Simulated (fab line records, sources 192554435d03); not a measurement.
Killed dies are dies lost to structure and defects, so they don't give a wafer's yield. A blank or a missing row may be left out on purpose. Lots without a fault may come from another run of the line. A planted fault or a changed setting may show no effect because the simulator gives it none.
Split-lot experiment | flow n5_finfet | 7 lots, 39 wafers read, on a route of 1938 steps

THE SPLIT
At N5_BEOL_M6_ILD_DEP_00 (deposits SiCOH lowk from DEMS/porogen, target thk 179.75 nm, time 33.4 s), the setting time_s was moved away from the recipe's 33.4 s on 15 of the 39 wafers read, by -45.9% to +44.5%. The other wafers ran this setting at the recipe's value.

FROM THE SPLIT TO THE READING: what the file shows between them, 1 step
- N5_BEOL_M6_CURE_74: cures SiCOH lowk, time 240 s

THE READING
M6_ILD_THK, in nm, at N5_BEOL_M6_THK_MEAS_01. Fault-free wafers of this fab line usually give 155.1 nm, standard deviation 2 nm.

wafer  | tool, chamber at the split | time_s as run, s | against the recipe | M6_ILD_THK, nm | against lot-mates on the recipe
L074.1 | pecvd-01, 2                | 39.73            | +19.0%             | 180.5          | +27.3
L074.2 | pecvd-01, 0                | 33.4             | recipe             | 151.6          | -
L074.3 | pecvd-01, 1                | 39.73            | +19.0%             | 179.6          | +26.4
L074.4 | pecvd-01, 1                | 39.73            | +19.0%             | 183.1          | +29.9
L074.5 | pecvd-01, 2                | 33.4             | recipe             | 153.4          | -
L074.6 | pecvd-01, 0                | 33.4             | recipe             | 154.6          | -
L075.2 | pecvd-01, 2                | 33.4             | recipe             | 151.8          | -
L075.5 | pecvd-01, 1                | 33.4             | recipe             | 155.9          | -
L075.6 | pecvd-01, 0                | 33.4             | recipe             | 156.7          | -
L079.1 | pecvd-02, 1                | 33.4             | recipe             | 154.5          | -
L079.2 | pecvd-02, 0                | 33.4             | recipe             | 156.2          | -
L079.3 | pecvd-02, 2                | 33.4             | recipe             | 153.8          | -
L079.4 | pecvd-02, 0                | 33.4             | recipe             | 158.8          | -
L079.5 | pecvd-02, 2                | 33.4             | recipe             | 155.2          | -
L079.6 | pecvd-02, 1                | 33.4             | recipe             | 156.5          | -
L082.1 | pecvd-04, 1                | 48.26            | +44.5%             | 223.0          | +69.1
L082.2 | pecvd-04, 0                | 33.4             | recipe             | 153.7          | -
L082.3 | pecvd-04, 2                | 33.4             | recipe             | 152.8          | -
L082.4 | pecvd-04, 1                | 33.4             | recipe             | 155.1          | -
L082.5 | pecvd-04, 0                | 48.26            | +44.5%             | 223.5          | +69.6
L082.6 | pecvd-04, 2                | 48.26            | +44.5%             | 223.3          | +69.4
L087.1 | pecvd-01, 2                | 33.4             | recipe             | 153.4          | -
L087.2 | pecvd-01, 1                | 33.4             | recipe             | 152.7          | -
L087.3 | pecvd-01, 2                | 23.29            | -30.3%             | 109.8          | -44.4
L087.4 | pecvd-01, 1                | 33.4             | recipe             | 156.4          | -
L087.5 | pecvd-01, 1                | 23.29            | -30.3%             | 109.0          | -45.2
L087.6 | pecvd-01, 2                | 23.29            | -30.3%             | 110.9          | -43.3
L095.1 | pecvd-04, 0                | 33.4             | recipe             | 154.0          | -
L095.2 | pecvd-04, 2                | 25.03            | -25.1%             | 115.2          | -38.8
L095.3 | pecvd-04, 1                | 33.4             | recipe             | 155.6          | -
L095.4 | pecvd-04, 2                | 33.4             | recipe             | 152.5          | -
L095.5 | pecvd-04, 1                | 25.03            | -25.1%             | 117.1          | -36.9
L095.6 | pecvd-04, 0                | 25.03            | -25.1%             | 116.9          | -37.1
L097.1 | pecvd-02, 0                | 18.08            | -45.9%             | 83.7           | -70.8
L097.2 | pecvd-02, 2                | 33.4             | recipe             | 154.0          | -
L097.3 | pecvd-02, 1                | 33.4             | recipe             | 152.2          | -
L097.4 | pecvd-02, 0                | 18.08            | -45.9%             | 85.2           | -69.3
L097.5 | pecvd-02, 1                | 18.08            | -45.9%             | 84.0           | -70.5
L097.6 | pecvd-02, 2                | 33.4             | recipe             | 157.2          | -

THE FIT
A straight line over all 39 wafers: M6_ILD_THK changes by +1.52 nm for each +1% of time_s; r = +1.00; the points scatter about the line by 1.8 nm.
The same after taking each lot's own level away (the mean of its wafers on the recipe; 39 wafers): +1.52 nm for each +1%; r = +1.00; scatter 1.6 nm.
On that fit, the largest move of time_s shifts the reading by 70 nm.
The lots' own levels span 153.20 to 155.83 nm, that is 1.3 times the standard deviation above.
So the lot-to-lot level changes the slope little: the two slopes agree.
Check: with one of the wafers moved furthest among these (-45.9%) left out of the fit, the line predicts -69.5 nm for it against its lot-mates. It came out at -70.8 nm against them.

OTHER SPLITS ON THESE WAFERS
These wafers also went through other splits before the reading. Each is held against what the fit with the lots' levels taken away leaves over:
other split on the same wafers                 | wafers away from the commonest value | r with M6_ILD_THK (lot level and that fit taken away)
N5_STI_FIN_REVEAL_ETCHBACK_08 target_depth_a   | 12                                   | +0.17
N5_HKMG_FIN_NWFM_ALD_20 ald_cycles             | 15                                   | +0.11
N5_MOL_CONTACT_COAG_VIA_ETCH_46 target_depth_a | 6                                    | -0.08
N5_BEOL_M3_ETCH_41 target_depth_a              | 15                                   | +0.07

THE WHOLE CHAIN: every reading that the file lists as answering this split, in the file's order
step                   | what it does                                                             | reading                                                                                  | change (the file's fit)              | r (the file's)
N5_BEOL_M6_ILD_DEP_00  | deposits SiCOH lowk from DEMS/porogen, target thk 179.75 nm, time 33.4 s | SiCOH_lowk_of_BEOL_M6_ILD_DEP_00.thk_nm (the simulator's own value, which no gauge read) | +1.75 nm for each +1% of the setting | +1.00
N5_BEOL_M6_CURE_74     | cures SiCOH lowk, time 240 s                                             | SiCOH_lowk_of_BEOL_M6_ILD_DEP_00.thk_nm (the simulator's own value, which no gauge read) | +1.52 nm for each +1% of the setting | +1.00
N5_BEOL_M6_THK_MEAS_01 |                                                                          | M6_ILD_THK                                                                               | +1.52 for each +1% of the setting    | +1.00

THE FILE'S OWN FIT
M6_ILD_THK changes by +1.52 nm for each +1% of time_s, r = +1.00.
